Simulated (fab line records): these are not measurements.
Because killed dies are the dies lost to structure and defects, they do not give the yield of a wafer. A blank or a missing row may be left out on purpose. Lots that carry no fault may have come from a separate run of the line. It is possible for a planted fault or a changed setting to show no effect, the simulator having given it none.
A lot that was struck, set against a sound lot :: flow n5_finfet :: 38 steps out of a route of 1938
Sound: wafers L801.4, L801.5, L801.6. Struck: wafer L796.1 (L796.2, L796.3, from the same lot, were not struck and are left out); the cause is given at the end.
Order at every step that has rows: each side's tool, ch and its chambers, its first start. Under that, the readings that differ: sound wafers :: struck wafers :: difference of the means :: sigmas: that difference in standard deviations of wafers without a fault.
alike: readings whose means differ by less than 2 such deviations, and words and numbers that are the same on both sides. not compared: withheld readings, readings that some wafer has no value for, bounds like >300 that may hide the same value, and numbers for which the record gives no deviation and whose values overlap.
Wherever a step has rows on one side only, a row that says differs or no value, or a row with sigmas, the two part there. Numbers that don't overlap but have no deviation are shown without sigmas and don't part them. Lack of a reading on every wafer of one side parts them only where that side has two or more wafers.

first, 9 steps without rows for these wafers: N5_BEOL_M7_DESCUM_33 (chemistry O2, time 7 s); N5_BEOL_M7_ETCH_72 (etches underlayer in N2/H2, target depth 6.5 nm, time 5.2 s); N5_BEOL_M7_ETCH_65 (etches SiARC in CF4, target depth 15.6 nm, time 26 s); N5_BEOL_M7_ETCH_66 (etches SOC in N2/H2, target depth 80 nm, overetch 16 nm, time 120 s); N5_BEOL_M7_STRIP_69 (strips in N2/H2); N5_BEOL_M7_STRIP_73 (strips in N2/H2); N5_BEOL_M7_VIA_ETCH_34 (etches SiCOH lowk in C4F6/O2, target depth 125.5 nm, time 50.5 s); N5_BEOL_M7_STRIP_76 (strips in C4F6/O2); N5_BEOL_M7_STRIP_36 (strips in N2/H2).
N5_BEOL_M7_TRENCH_ETCH_37: etches SiCOH lowk in C4F6/O2, target depth 93.478 nm, time 31.2 s.
  sound on rie_diel-06 ch 2,3, day 14 21:40; struck on rie_diel-01 ch 0, day 14 09:23
reading: bias_w (W)
sound: 185.0 184.7 185.9
struck: 242.1
difference: +56.9
sigmas: +99 or more

reading: rf_vpp_V (V)
sound: 655 653 665
struck: 830
difference: +172
sigmas: +18

reading: model.etch.depth_nm (nm)
sound: 92.41 92.42 95.96
struck: 104
difference: +10
sigmas: 

reading: model.BEOL_M7.feature_depth_nm (nm)
sound: 92.4 92.4 96
struck: 104
difference: +10
sigmas: 

reading: model.TiN_of_BEOL_M7_HM_DEP_02.thk_nm (nm)
sound: 17.8 17.8 17.4
struck: 17.2
difference: -0.5
sigmas: 
  alike: drypump_motor_current_A, oes_product_au, showerhead_plenum_p_Torr, throttle_valve_pct
  not compared: rf_hours_counter_h
then, 2 steps without rows for these wafers: N5_BEOL_M7_ETCH_41 (etches SiCN in CH3F/O2, target depth 31.9 nm, time 57.8 s); N5_BEOL_M7_STRIP_80 (strips in N2/H2, time 10 s).
N5_BEOL_M7_OCD_MEAS_38:
  sound on ocd-01, day 14 21:50; struck on ocd-01, day 14 09:32
reading: trench_depth_nm (nm)
sound: 92.7 91.7 95.8
struck: 104.5
difference: +11.1
sigmas: +6
then, 13 steps without rows for these wafers: N5_BEOL_M7_HM_STRIP_39 (strips TiN in peroxide tin strip, target depth 25 nm, time 158 s); N5_BEOL_M7_SRD_40 (time 30 s); N5_BEOL_M7_PRECLEAN_42 (cleans in residue remover, time 60 s); N5_BEOL_M7_SRD_43 (time 30 s); N5_BEOL_M7_CURE_75 (cures SiCOH lowk, time 120 s); N5_BEOL_M7_DEGAS_44 (time 60 s); N5_BEOL_M7_PRE_CLEAN_45 (time 30 s); N5_BEOL_M7_ALD_77 (deposits TaN, target thk 2 nm, pulse time 2 s, purge time 3 s); N5_BEOL_M7_SURFACE_TREAT_79; N5_BEOL_M7_CVD_78 (deposits Co from CCTBA/H2, target thk 2 nm, time 142.3 s); N5_BEOL_M7_SPUTTER_48 (material Cu, target thk 10 nm, time 1.667 s); N5_BEOL_M7_ECD_50 (material Cu, target thk 300 nm); N5_BEOL_M7_ANNEAL_51 (time 90 s).
N5_BEOL_M7_CMP_52: polishes, stops on SiCOH lowk, t overpolish 6.9 s, target thk 80 nm.
  sound on cmp-02 ch 2,3, day 14 23:35; struck on cmp-02 ch 1, day 14 13:27
reading: overpolish_run_s (s)
sound: 6.898 6.904 6.894
struck: 6.924
difference: +0.025
sigmas: +3

reading: model.Cu_of_BEOL_M7_ECD_50.thk_nm (nm)
sound: 78 76.8 81.4
struck: 89.6
difference: +10.9
sigmas: 
  alike: barrier_field_endpoint_s, clearing_platen_down_force_psi, motor_current_A, platen_rpm, time_to_endpoint_s
N5_BEOL_M7_THK_MEAS_53: measures by xrf.
  sound on film_metro-02, day 14 23:53; struck on film_metro-01, day 14 13:45
reading: M7_THK (nm)
sound: 77.1 76.3 80.4
struck: 88.7
difference: +10.8
sigmas: +5
then, 2 steps without rows for these wafers: N5_BEOL_M7_PRE_CLEAN_55 (time 15 s); N5_BEOL_M7_DEP_56 (deposits SiCN from 3MS/NH3, target thk 10 nm, time 17.5 s).
N5_BEOL_M7_RS_MEAS_57: uses a four-point probe to measure.
  sound on film_metro-02, day 15 00:01; struck on film_metro-01, day 14 13:53
reading: M7_RS (ohm/sq)
sound: 0.294 0.300 0.281
struck: 0.251
difference: -0.041
sigmas: -5
then, 5 steps without rows for these wafers: N5_BEOL_M8_ILD_DEP_00 (deposits SiCOH lowk from DEMS/porogen, target thk 179.75 nm, time 33.4 s); N5_BEOL_M8_CURE_74 (cures SiCOH lowk, time 240 s); N5_BEOL_M8_PECVD_70 (deposits SiO2 from TEOS/O2, target thk 20 nm, time 22.7 s); N5_BEOL_M8_HM_DEP_02 (deposits TiN, target thk 20 nm); N5_BEOL_M8_COAT_59 (time 60 s, resist thk 100 nm).
-- here the record skips 2 days between the struck wafers' starts before and after, leaving off in module BEOL_M8 and picking up in module BEOL_M15 (first step shown: number 1830 of the route) --
N5_BEOL_M15_RC_MEAS_101:
  sound on prober-01 ch 0, day 17 17:19; struck on prober-01 ch 0, day 16 23:07
reading: SERP_M12 (ohm/um)
sound: 0.608 0.625 0.612
struck: 0.653
difference: +0.038
sigmas: +3

reading: SERP_M5 (ohm/um)
sound: 39.7 41.8 38.7
struck: 36.4
difference: -3.7
sigmas: -2

reading: SERP_M7 (ohm/um)
sound: 13.6 13.9 12.6
struck: 12.0
difference: -1.4
sigmas: -2

reading: SERP_M7_max_site (ohm/um)
sound: 14.7 14.9 13.6
struck: 12.4
difference: -2.0
sigmas: -3

reading: SERP_M8 (ohm/um)
sound: 12.8 13.5 12.7
struck: 14.1
difference: +1.1
sigmas: +2

reading: SERP_M8_max_site (ohm/um)
sound: 13.6 14.5 13.2
struck: 15.0
difference: +1.2
sigmas: +2
  alike: COMB_M10, COMB_M11, COMB_M12, COMB_M13, COMB_M13_max_site, COMB_M14, COMB_M15, COMB_M5, COMB_M6, COMB_M7, COMB_M8, COMB_M9, SERP_M10, SERP_M11, SERP_M13, SERP_M14, SERP_M6, SERP_M9, SERP_M9_max_site
N5_PASSIVATION_PROBE_49:
  rows exist in the record for the struck wafers here (prober-02, day 17 13:52), but not for the sound ones

== WHERE THEY PART ==
First at N5_BEOL_M7_TRENCH_ETCH_37; last, within this record, at N5_PASSIVATION_PROBE_49.

WHY: what had been put in by the simulator
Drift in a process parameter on rie_diel-01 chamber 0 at N5_BEOL_M7_TRENCH_ETCH_37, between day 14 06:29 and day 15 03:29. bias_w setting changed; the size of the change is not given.
